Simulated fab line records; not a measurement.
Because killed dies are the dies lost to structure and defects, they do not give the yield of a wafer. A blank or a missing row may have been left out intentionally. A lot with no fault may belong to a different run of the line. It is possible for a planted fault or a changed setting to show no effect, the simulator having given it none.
Matching of chambers | flow n5Finfet | cmp-03 running N5_GATE_CUT_CMP_43: 4 sister chambers
The step polishes SiO2. 4 wafers are shown with their chamber, then 9 later ones without.

## WAFERS PAIRED WITH THEIR CHAMBERS
wafer  | chamber | motorCurrentA (A)
L079.5 | 0       | 10.8
L083.1 | 3       | 14.2
L083.2 | 2       | 12.3
L083.4 | 1       | 12.8

## WAFERS WITH NO CHAMBER GIVEN
wafer  | motorCurrentA (A)
L089.1 | 13.7
L089.3 | 10.6
L089.6 | 11.2
L092.1 | 15.1
L092.4 | 12.9
L092.5 | 14.6
L096.1 | 13.2
L096.4 | 11.2
L096.5 | 12.8

## WHICH CHAMBER EACH ONE RAN IN
wafer  | from the rows above          | in truth
L089.1 | can't be placed: 3 or 1      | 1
L089.3 | 0                            | 0
L089.6 | can't be placed: 0 or 2      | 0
L092.1 | 3                            | 3
L092.4 | can't be placed: 1 or 2      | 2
L092.5 | 3                            | 3
L096.1 | can't be placed: 1 or 2 or 3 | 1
L096.4 | can't be placed: 0 or 2      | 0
L096.5 | can't be placed: 1 or 2      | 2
3 of 9 placed correctly. These rows do not allow placing 6 (true chamber among the candidates in 6). 0 placed wrongly.
How it was worked out, from the rows above alone: a wafer's distance from a chamber is the root of the sum, over the readings, of the square of ((its reading less the chamber's mean) divided by the reading's scatter). The wafer belongs to the nearest chamber; if the next one is less than 2 further off, it can't be placed. Each chamber's mean is taken over the wafers shown for it. The scatter (one wafer shown for each chamber): square how far every hidden wafer sits from the nearest shown wafer, average those squares and take the square root.
